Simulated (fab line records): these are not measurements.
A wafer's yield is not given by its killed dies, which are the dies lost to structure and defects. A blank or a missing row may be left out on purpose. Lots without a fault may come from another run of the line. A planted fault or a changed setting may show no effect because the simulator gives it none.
fab line records -- flow n5-finfet
[record] lots = 8, wafers = 23, last-day = 17
route steps=1938 shown SD_EPI_N@274 SD_EPI_P@314 BEOL_M4@1111 PASSIVATION@1936
lots with no fault: from the same line, run without faults
start-h: the number of hours between the record's first day and the start of the first shown wafer of the lot -- wait-h: hours from the lot's prior step to this one -- " repeats the value in the row above -- L1.1+2: several wafers, shown together as one row -- - no value, or no start given -- * or withheld: withheld -- < > ~ a bound
route shown NAME@n: names a module that has steps shown in the file, with the first one's number in the route -- usual: the fault-free wafers' mean and standard deviation -- same: alike in all rows -- chamber/n: place in a boat -- sites: the reading at each site -- _std_site: their standard deviation -- _edge_site: outer sites' mean less inner sites' -- radius-mm: for every site, how far away it sits from the centre of the wafer -- mask NAME#n: copy n -- behind: the last tool/chamber to shape the wafer -- hold: what put the lot on hold/how long, in hours/how the hold closed -- device: the transistor (n, p or np) that didn't switch -- end of line: the same wafers' tests at the end of the route -- step lacking rows: just its recipe -- killed: count of dies lost to structure and defects at first sort (not the wafer's yield) -- map: shows each die of a wafer: x if killed, . if not, _ if none is there
set.NAME: the run value of the setting; set.NAME@STEP: its run value at that earlier step -- model.NAME: the simulator's own value behind a step, which no gauge read
a sample of lots followed through the steps of the route, with each step as a table and each wafer as a row
services: from which hour (start-h, from the record's first day; less than 0 if before it) a tool's chamber was out of use, for how many hours, and why
[[steps]]
[step N5_SD_EPI_N_ETCH_34]
[recipe] chemistry = CF4, target = SiARC, target-depth-a = 455, mask-material = CAR-ArF-block, time-s = 75.8, ion-energy-ev = 80, pressure-mtorr = 40, source-w = 545, bias-w = 36, Ar_flow_sccm = 100, cf4-flow-sccm = 100, ends = cleared
[usual] bias-w = 36.01/0.11, drypump-motor-current-A = 5.5/0.5, etch-rf-on-time-s = 76.0/1.3, oes-product-au = 0.65/0.073, rf-vpp-V = 183.9/1.1, showerhead-plenum-p-Torr = 2.13/0.063, throttle-valve-pct = 15.68/0.23
lot.wafer,tool,chamber,start-h,wait-h,bias-w,drypump-motor-current-A,etch-rf-on-time-s,oes-product-au,rf-hours-counter-h,rf-vpp-V,showerhead-plenum-p-Torr,throttle-valve-pct
L456.2,rie-diel-04,0,49.21,0.0,36.11,4.9,75.3,0.61,208,183.6,2.11,15.80
L456.3,rie-diel-04,3,49.21,0.0,35.99,6.2,77.2,0.61,215,183.5,2.11,15.61
L456.4,rie-diel-04,1,49.21,0.0,35.85,6.0,74.7,0.65,150,184.0,2.23,15.88
L459.2,rie-diel-04,3,68.08,0.0,35.87,6.2,77.2,0.60,220,183.7,2.11,15.62
L459.4,rie-diel-04,2,68.08,0.0,35.97,5.1,75.1,0.62,224,183.5,2.11,15.71
L459.5,rie-diel-04,3,68.08,0.0,35.90,6.2,76.9,0.61,-,181.2,2.11,15.60
L460.2,rie-diel-02,0,73.32,0.0,36.14,5.1,75.5,0.63,180,181.6,2.05,16.04
L460.5,rie-diel-02,0,73.32,0.0,36.06,5.1,75.8,0.63,-,181.8,2.05,16.04
L460.6,rie-diel-02,3,73.32,0.0,36.07,5.3,76.5,0.60,-,182.8,2.02,15.75
L461.2,rie-diel-03,3,81.26,0.0,36.05,5.1,75.5,0.66,109,184.9,2.25,15.67
L461.4,rie-diel-03,2,81.26,0.0,35.91,5.9,75.5,0.63,-,184.5,2.12,15.60
L461.6,rie-diel-03,1,81.26,0.0,35.92,5.3,75.7,0.75,-,184.0,2.10,15.27
L462.5,rie-diel-03,3,87.96,0.0,35.86,5.2,75.8,0.67,-,186.1,2.25,15.68
L462.6,rie-diel-03,0,87.96,0.0,36.01,6.1,73.7,0.84,-,183.8,2.10,15.67
L466.3,rie-diel-04,2,111.40,0.0,36.20,5.1,74.4,0.61,239,183.0,2.10,15.75
L466.4,rie-diel-04,0,111.40,0.0,35.92,5.0,74.8,0.60,231,183.6,2.11,15.83
L466.6,rie-diel-04,2,111.40,0.0,36.17,5.1,75.1,0.61,-,184.0,2.10,15.74
L473.1,rie-diel-02,0,149.74,0.0,36.17,5.1,76.8,0.61,206,182.6,2.04,16.08
L473.2,rie-diel-02,2,149.74,0.0,35.91,5.1,75.3,0.74,48,182.7,2.08,15.38
L473.6,rie-diel-02,2,149.74,0.0,35.95,5.1,75.4,0.73,-,183.4,2.08,15.38
L478.1,rie-diel-03,2,182.01,0.0,36.04,5.9,77.4,0.59,223,183.1,2.11,15.65
L478.4,rie-diel-03,1,182.01,0.0,36.12,5.3,76.4,0.70,-,182.0,2.09,15.32
L478.6,rie-diel-03,2,182.01,0.0,36.01,5.9,77.2,0.60,-,185.5,2.11,15.66
[step N5_SD_EPI_N_ETCHBACK_44]
[recipe] chemistry = CH3F/O2, mode = anisotropic-etchback, target = SiNx, target-depth-a = 145, stop-on = SiO2, over-etch-frac = 0.3, ion-energy-ev = 120, pressure-mtorr = 30, source-w = 395, bias-w = 73, Ar_flow_sccm = 150, CH3F_flow_sccm = 30, O2_flow_sccm = 20
[usual] bias-w = 72.99/0.21, drypump-motor-current-A = 5.5/0.5, oes_f_703_au = 0.75/0.08, oes-product-au = 0.65/0.068, rf-vpp-V = 301/4.8, showerhead-plenum-p-Torr = 1.99/0.062, throttle-valve-pct = 16.42/0.23
lot.wafer,tool,chamber,start-h,wait-h,bias-w,drypump-motor-current-A,oes_f_703_au,oes-product-au,rf-hours-counter-h,rf-vpp-V,showerhead-plenum-p-Torr,throttle-valve-pct
L456.2,rie-diel-04,0,49.59,0.0,73.19,5.0,0.72,0.61,208,303,1.97,16.48
L456.3,rie-diel-04,3,49.59,0.0,73.11,6.2,0.71,0.62,215,299,1.97,16.37
L456.4,rie-diel-04,1,49.59,0.0,72.83,6.0,0.77,0.65,150,306,2.09,16.64
L459.2,rie-diel-04,3,68.46,0.0,72.92,6.2,0.70,0.61,221,299,1.97,16.38
L459.4,rie-diel-04,2,68.46,0.0,73.24,5.0,0.71,0.62,225,297,1.97,16.47
L459.5,rie-diel-04,3,68.46,0.0,72.97,6.2,0.70,0.61,-,298,1.97,16.37
L460.2,rie-diel-02,0,73.70,0.0,72.73,5.1,0.75,0.63,180,297,1.91,16.78
L460.5,rie-diel-02,0,73.70,0.0,72.51,5.1,0.75,0.63,-,297,1.91,16.78
L460.6,rie-diel-02,3,73.70,0.0,72.90,5.3,0.69,0.60,-,299,1.89,16.53
L461.2,rie-diel-03,3,81.64,0.0,73.23,5.1,0.80,0.67,109,296,2.10,16.33
L461.4,rie-diel-03,2,81.64,0.0,72.88,5.9,0.71,0.63,-,311,1.98,16.33
L461.6,rie-diel-03,1,81.64,0.0,72.95,5.3,0.86,0.75,-,306,1.95,16.02
L462.5,rie-diel-03,3,88.37,0.1,72.93,5.2,0.80,0.66,-,294,2.10,16.36
L462.6,rie-diel-03,0,88.37,0.1,72.77,6.1,0.96,0.83,-,307,1.97,16.45
L466.3,rie-diel-04,2,111.78,0.0,72.94,5.1,0.71,0.61,240,298,1.97,16.49
L466.4,rie-diel-04,0,111.78,0.0,72.81,4.9,0.70,0.60,231,301,1.96,16.51
L466.6,rie-diel-04,2,111.78,0.0,72.95,5.1,0.70,0.60,-,298,1.97,16.49
L473.1,rie-diel-02,0,150.12,0.0,73.17,5.1,0.73,0.61,206,297,1.90,16.83
L473.2,rie-diel-02,2,150.12,0.0,72.89,5.1,0.86,0.73,48,296,1.95,16.14
L473.6,rie-diel-02,2,150.12,0.0,72.86,5.1,0.86,0.73,-,294,1.95,16.14
L478.1,rie-diel-03,2,182.39,0.0,72.78,5.8,0.69,0.60,223,312,1.97,16.40
L478.4,rie-diel-03,1,182.39,0.0,72.68,5.3,0.82,0.71,-,305,1.94,16.05
L478.6,rie-diel-03,2,182.39,0.0,72.82,5.9,0.69,0.60,-,311,1.97,16.40
[step N5_SD_EPI_N_ETCH_16]
[recipe] chemistry = CHF3/O2, target = SiO2, target-depth-a = 50, mask-material = SOC, pressure-mtorr = 30, source-w = 650, bias-w = 170, Ar_flow_sccm = 200, CHF3_flow_sccm = 50, O2_flow_sccm = 5, ion-energy-ev = 200
[usual] bias-w = 169.9/0.56, drypump-motor-current-A = 5.5/0.5, oes_f_703_au = 0.76/0.081, oes-product-au = 0.76/0.085, rf-vpp-V = 530/8.7, showerhead-plenum-p-Torr = 2.40/0.073, throttle-valve-pct = 18.95/0.25
lot.wafer,tool,chamber,start-h,wait-h,bias-w,drypump-motor-current-A,oes_f_703_au,oes-product-au,rf-hours-counter-h,rf-vpp-V,showerhead-plenum-p-Torr,throttle-valve-pct
L456.2,rie-diel-04,0,49.79,0.1,170.9,5.0,0.72,0.71,208,531,2.37,18.98
L456.3,rie-diel-04,3,49.79,0.1,168.5,6.1,0.71,0.72,215,524,2.37,18.84
L456.4,rie-diel-04,1,49.79,0.1,169.5,6.0,0.76,0.77,150,538,2.52,19.25
L459.2,rie-diel-04,3,68.66,0.1,171.0,6.2,0.71,0.71,221,525,2.37,18.86
L459.4,rie-diel-04,2,68.66,0.1,169.8,5.1,0.72,0.73,225,524,2.38,18.95
L459.5,rie-diel-04,3,68.66,0.1,170.0,6.2,0.70,0.72,-,525,2.37,18.87
L460.2,rie-diel-02,0,73.90,0.1,170.1,5.1,0.73,0.73,180,524,2.31,19.39
L460.5,rie-diel-02,0,73.90,0.1,170.6,5.1,0.73,0.73,-,525,2.31,19.40
L460.6,rie-diel-02,3,73.90,0.1,169.6,5.3,0.70,0.70,-,528,2.28,19.06
L461.2,rie-diel-03,3,81.84,0.1,170.3,5.2,0.78,0.78,109,517,2.52,18.87
L461.4,rie-diel-03,2,81.84,0.1,169.5,5.9,0.73,0.75,-,549,2.39,18.82
L461.6,rie-diel-03,1,81.84,0.1,169.7,5.3,0.86,0.88,-,539,2.35,18.54
L462.5,rie-diel-03,3,88.54,0.0,169.9,5.1,0.79,0.77,-,522,2.52,18.87
L462.6,rie-diel-03,0,88.54,0.0,169.3,6.1,0.96,0.98,-,540,2.37,19.08
L466.3,rie-diel-04,2,111.98,0.1,170.3,5.1,0.71,0.71,240,523,2.37,19.01
L466.4,rie-diel-04,0,111.98,0.1,170.6,5.0,0.70,0.70,231,532,2.36,19.00
L466.6,rie-diel-04,2,111.98,0.1,170.1,5.1,0.71,0.70,-,525,2.37,19.00
L473.1,rie-diel-02,0,150.32,0.1,169.5,5.1,0.72,0.71,206,522,2.30,19.42
L473.2,rie-diel-02,2,150.32,0.1,169.8,5.2,0.87,0.85,48,517,2.34,18.68
L473.6,rie-diel-02,2,150.32,0.1,170.6,5.1,0.87,0.86,-,517,2.34,18.68
L478.1,rie-diel-03,2,182.59,0.1,169.6,5.9,0.70,0.71,223,549,2.37,18.88
L478.4,rie-diel-03,1,182.59,0.1,169.4,5.3,0.82,0.83,-,538,2.34,18.60
L478.6,rie-diel-03,2,182.59,0.1,170.3,5.9,0.69,0.71,-,549,2.37,18.89
[step N5_SD_EPI_P_SD_RECESS_17]
[recipe] chemistry = HBr/Cl2/O2, target-depth-a = 391, bt-time-s = 3, pressure-mtorr = 10, icp-w = 800, bias-w = 112, HBr_flow_sccm = 150, Cl2_flow_sccm = 80, O2_flow_sccm = 12
[usual] HBr_flow_sccm = 150.0/0.44, bias-w = 112.00/0.29, drypump-motor-current-A = 6.0/0.52, oes-product-au = 1.003/0.016, throttle-valve-pct = 36.9/0.35
lot.wafer,tool,chamber,start-h,wait-h,HBr_flow_sccm,bias-w,drypump-motor-current-A,oes-product-au,rf-hours-counter-h,throttle-valve-pct
L456.2,rie-si-05,2,54.74,0.0,150.5,112.19,5.1,0.995,70,36.6
L456.3,rie-si-05,0,54.74,0.0,149.9,112.07,5.9,0.987,100,37.3
L456.4,rie-si-05,1,54.74,0.0,150.1,111.79,6.3,0.999,32,36.8
L459.2,rie-si-05,1,73.18,0.0,149.6,111.96,6.3,1.000,32,36.8
L459.4,rie-si-05,3,73.18,0.0,149.9,111.76,6.6,0.991,66,37.4
L459.5,rie-si-05,3,73.18,0.0,149.9,112.16,6.6,0.984,-,37.4
L460.2,rie-si-06,0,78.46,0.0,150.4,112.41,5.9,1.023,0,36.7
L460.5,rie-si-06,3,78.46,0.0,149.2,111.90,6.1,0.993,-,37.3
L460.6,rie-si-06,2,78.46,0.0,149.5,112.26,5.9,0.981,-,36.8
L461.2,rie-si-05,2,86.34,0.0,150.1,111.82,5.1,0.987,71,36.6
L461.4,rie-si-05,0,86.34,0.0,149.7,112.14,5.9,0.977,101,37.3
L461.6,rie-si-05,2,86.34,0.0,150.3,112.21,5.1,0.996,-,36.6
L462.5,rie-si-05,0,93.46,0.1,149.4,111.85,5.9,0.983,-,37.3
L462.6,rie-si-05,1,93.46,0.1,150.5,111.82,6.2,1.002,-,36.8
L466.3,rie-si-06,0,117.31,0.0,149.2,111.85,5.9,1.030,1,36.7
L466.4,rie-si-06,2,117.31,0.0,149.2,112.52,5.9,0.982,-,36.8
L466.6,rie-si-06,0,117.31,0.0,150.4,112.00,5.9,1.033,-,36.7
L473.1,rie-si-01,1,154.94,0.0,149.6,112.01,6.1,0.999,0,37.1
L473.2,rie-si-01,2,154.94,0.0,149.6,111.72,4.7,1.020,127,36.8
L473.6,rie-si-01,1,154.94,0.0,149.7,112.08,6.2,0.992,-,37.1
L478.1,rie-si-05,0,188.97,0.0,149.3,112.14,5.9,0.918,103,37.4
L478.4,rie-si-05,2,188.97,0.0,149.1,112.19,5.1,0.932,73,36.6
L478.6,rie-si-05,0,188.97,0.0,150.0,111.89,5.9,0.978,-,37.3
[step N5_BEOL_M4_RC_MEAS_101]
[usual] CJ_P = 5.79/0.18, DIBL_N = 35.8/1.5, DIBL_P = 35.9/1.8, IOFF_N = 0.152/0.025, IOFF_P = 0.21/0.031, ION_N = 672/11, ION_P = 462/7.4, REXT_P = 101.0/2.3, SS_N = 71.5/0.52, SS_P = 73.2/0.54, VT_N = 250/3, VT_P = -250/3.3, VT_P_LVT = -99/3.1
lot.wafer,tool,chamber,start-h,wait-h,CJ_P,DIBL_N[mV/V],DIBL_P[mV/V],IOFF_N[nA/um],IOFF_P[nA/um],ION_N[uA/um],ION_P[uA/um],REXT_P[ohm.um],SS_N[mV/dec],SS_P[mV/dec],VT_N[mV],VT_P[mV],VT_P_LVT[mV]
L456.2,prober-02,0,172.02,0.2,5.66,37.7,37.6,0.168,0.25,681,470,101.9,71.9,73.4,250,-247,-96
L456.3,prober-02,0,172.02,0.2,5.46,35.8,35.2,0.146,0.20,669,463,104.5,71.5,73.2,250,-248,-98
L456.4,prober-02,0,172.02,0.2,5.65,35.6,36.1,0.145,0.22,672,472,100.9,71.4,72.5,251,-248,-96
L459.2,prober-01,0,178.69,0.2,5.66,34.4,31.2,0.096,0.13,655,449,100.6,70.5,72.3,261,-260,-109
L459.4,prober-01,0,178.69,0.2,5.81,37.0,34.5,0.137,0.18,672,458,100.9,71.1,73.2,253,-254,-106
L459.5,prober-01,0,178.69,0.2,5.81,36.8,34.3,0.137,0.18,669,458,99.8,71.2,73.1,251,-255,-106
L460.2,prober-01,0,199.76,0.2,5.95,33.9,34.8,0.122,0.16,670,457,104.7,70.9,72.9,250,-254,-103
L460.5,prober-01,0,199.76,0.2,5.61,34.9,35.9,0.143,0.17,674,452,104.0,70.7,73.0,251,-252,-102
L460.6,prober-01,0,199.76,0.2,6.05,34.1,35.4,0.125,0.16,665,459,104.6,71.5,72.6,251,-256,-103
L461.2,prober-02,0,202.37,0.2,5.96,36.1,34.1,0.143,0.20,678,465,97.0,71.3,73.3,251,-249,-98
L461.4,prober-02,0,202.37,0.2,5.58,36.7,34.2,0.153,0.20,659,449,97.9,71.6,73.1,249,-247,-100
L461.6,prober-02,0,202.37,0.2,5.98,36.1,35.3,0.155,0.22,664,461,98.8,70.4,73.9,248,-247,-98
L462.5,prober-02,0,219.01,0.6,5.48,36.8,38.6,0.155,0.19,678,459,100.4,71.0,73.4,252,-252,-102
L462.6,prober-02,0,219.01,0.6,6.07,37.5,38.5,0.170,0.20,676,463,99.1,70.9,73.9,251,-254,-101
L466.3,prober-01,0,239.52,0.3,5.89,37.8,35.5,0.148,0.21,669,458,101.3,71.3,73.0,250,-247,-99
L466.4,prober-01,0,239.52,0.3,5.61,37.7,35.1,0.151,0.21,666,459,102.8,72.1,72.7,253,-249,-99
L466.6,prober-01,0,239.52,0.3,5.92,37.9,34.9,0.149,0.20,662,451,102.8,72.2,73.3,255,-250,-99
L473.1,prober-01,0,284.90,0.0,6.13,34.6,35.8,0.160,0.20,672,456,102.3,71.6,73.2,247,-250,-98
L473.2,prober-01,0,284.90,0.0,5.80,36.3,37.8,0.185,0.24,692,470,102.7,71.3,73.8,245,-250,-96
L473.6,prober-01,0,284.90,0.0,6.03,35.0,36.7,0.175,0.22,701,472,100.8,71.0,73.5,246,-250,-96
L478.1,prober-01,0,303.34,0.0,3.23,36.0,33.6,0.146,0.15,676,407,111.2,71.5,72.7,251,-257,-108
L478.4,prober-01,0,303.34,0.0,3.38,35.9,33.8,0.154,0.16,678,412,111.4,71.8,72.6,246,-256,-107
L478.6,prober-01,0,303.34,0.0,5.52,35.4,35.1,0.144,0.21,693,468,101.3,71.3,72.4,251,-248,-99
[step N5_PASSIVATION_PROBE_49]
[usual] defect-limited-yield = 91.7/1.7, killed_at_M0_to_M3 = 34/10, killed_at_M4_up = 13/5.1, killed-at-contacts = 12/6.2, killed-at-front-end = 36/12, killed-at-other = 3.2/2.6, killed-dies = 98/20, killed-open = 65/13, killed-short = 32/8.4, sort_bin_5_function = 4.8/1.1, sort_bin_6_memory = 3.2/0.74, sort_bin_8_speed = 0.00/0.012, sort-n-pass = 1082/20, sort-yield-pct = 91.7/1.7
[same] gross-dies = 1180, killed-at-back-side = 0, sort_bin_4_leakage[%] = 0
lot.wafer,tool,chamber,start-h,wait-h,defect-limited-yield[%],killed_at_M0_to_M3,killed_at_M4_up,killed-at-contacts,killed-at-front-end,killed-at-other,killed-dies,killed-open,killed-short,sort_bin_5_function[%],sort_bin_6_memory[%],sort_bin_8_speed[%],sort-n-pass,sort-yield-pct[%]
L478.1,prober-02,-,412.92,0.0,90.8,39,9,14,42,5,109,78,30,5.5,3.1,90.76,0,0
L478.4,prober-02,-,413.07,0.2,93.4,27,6,8,33,4,78,47,29,3.9,2.4,92.71,8,0.7
L478.6,prober-02,-,413.17,0.3,91.3,30,13,12,42,6,103,70,31,5.9,2.5,0,1077,91.3
// killed by level:class
L478.1 MOL_CONTACT_COAG:geometric-particle:open=11 FIN_SAQP:geometric-particle:open=10 BEOL_M2:geometric-particle:open=8 BEOL_M0_SAQP:geometric-particle:short=7 BEOL_M1:geometric-particle:open=6 BEOL_M3:geometric-particle:open=6 DUMMY_GATE:geometric-particle:open=5 BEOL_M0_SAQP:geometric-particle:open=5
L478.4 BEOL_M2:geometric-particle:open=7 ILD0:geometric-particle:short=6 BEOL_M0_SAQP:geometric-particle:short=6 MOL_CONTACT_COAG:geometric-particle:open=5 BEOL_M1:geometric-particle:open=5 FIN_SAQP:geometric-particle:short=4 FIN_SAQP:geometric-particle:open=4 STI_FIN_REVEAL:geometric-particle:open=4
L478.6 FIN_SAQP:geometric-particle:short=12 BEOL_M4:geometric-particle:open=10 MOL_CONTACT_COAG:geometric-particle:open=9 FIN_SAQP:geometric-particle:open=8 STI_FIN_REVEAL:geometric-particle:open=7 BEOL_M1:geometric-particle:open=6 BEOL_M0_SAQP:geometric-particle:open=5 BEOL_M0_SAQP:geometric-particle:short=4
[[services]]
tool,chamber,start-h,hours,kind
rie-si-01,0,51.83,3.8,repair
rie-diel-03,0,63.04,1.6,repair
rie-si-06,-,83.98,14.6,pm
rie-diel-02,3,87.23,-,clean
rie-diel-02,3,87.23,-,consumable-replace:focus-ring
rie-diel-02,3,87.23,-,consumable-replace:showerhead
rie-diel-02,3,87.23,14.4,scheduled-down
rie-diel-02,3,87.23,14.4,vent-cycle
rie-si-01,0,101.50,3.9,repair
rie-si-01,1,116.94,15.1,repair
rie-diel-03,1,129.58,13.2,repair
rie-diel-04,2,139.87,-,clean
rie-diel-04,2,139.87,-,consumable-replace:focus-ring
rie-diel-04,2,139.87,23.9,scheduled-down
rie-diel-04,2,139.87,23.9,vent-cycle
rie-si-05,1,140.48,0.9,repair
rie-diel-04,3,163.89,-,clean
rie-diel-04,3,163.89,-,consumable-replace:focus-ring
rie-diel-04,3,163.89,13.6,scheduled-down
rie-diel-04,3,163.89,13.6,vent-cycle
rie-diel-04,0,177.63,-,clean
rie-diel-04,0,177.63,-,consumable-replace:focus-ring
rie-diel-04,0,177.63,29.9,scheduled-down
rie-diel-04,0,177.63,29.9,vent-cycle
[[key]]
[first-sign] step = N5_SD_EPI_P_SD_RECESS_17, reading = oes-product-au, direction = down, sigmas = 4.7, usual = 1.003, struck = 0.925
[effect] step = N5_BEOL_M4_RC_MEAS_101, reading = CJ_P, direction = down, sigmas = 14, usual = 5.79, struck = 3.30
[effect] step = N5_BEOL_M4_RC_MEAS_101, reading = ION_P, direction = down, sigmas = 7.1, usual = 462, struck = 409
[effect] step = N5_BEOL_M4_RC_MEAS_101, reading = REXT_P, direction = up, sigmas = 4.6, usual = 101.0, struck = 111.3
[effect] step = N5_BEOL_M4_RC_MEAS_101, reading = VT_P_LVT, direction = down, sigmas = 2.5, usual = -99, struck = -107
[effect] step = N5_PASSIVATION_PROBE_49, reading = sort_bin_8_speed, direction = up, sigmas = 99+, usual = 0.00, struck = 91.74
met-at N5_SD_EPI_P_SD_RECESS_17
struck-lots L478
struck-wafers L478.1,L478.4
not-acting-at N5_SD_EPI_N_ETCH_34,N5_SD_EPI_N_ETCHBACK_44,N5_SD_EPI_N_ETCH_16
onset-between 93.46 188.97
[fault] kind = process-parameter-drift, tool = rie-si-05, chamber = -, onset-h = 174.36, steps = N5_SD_EPI_P_SD_RECESS_17, channel = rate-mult, offset = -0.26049, shape = step, end-h = 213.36, scope = struck-wafers-only
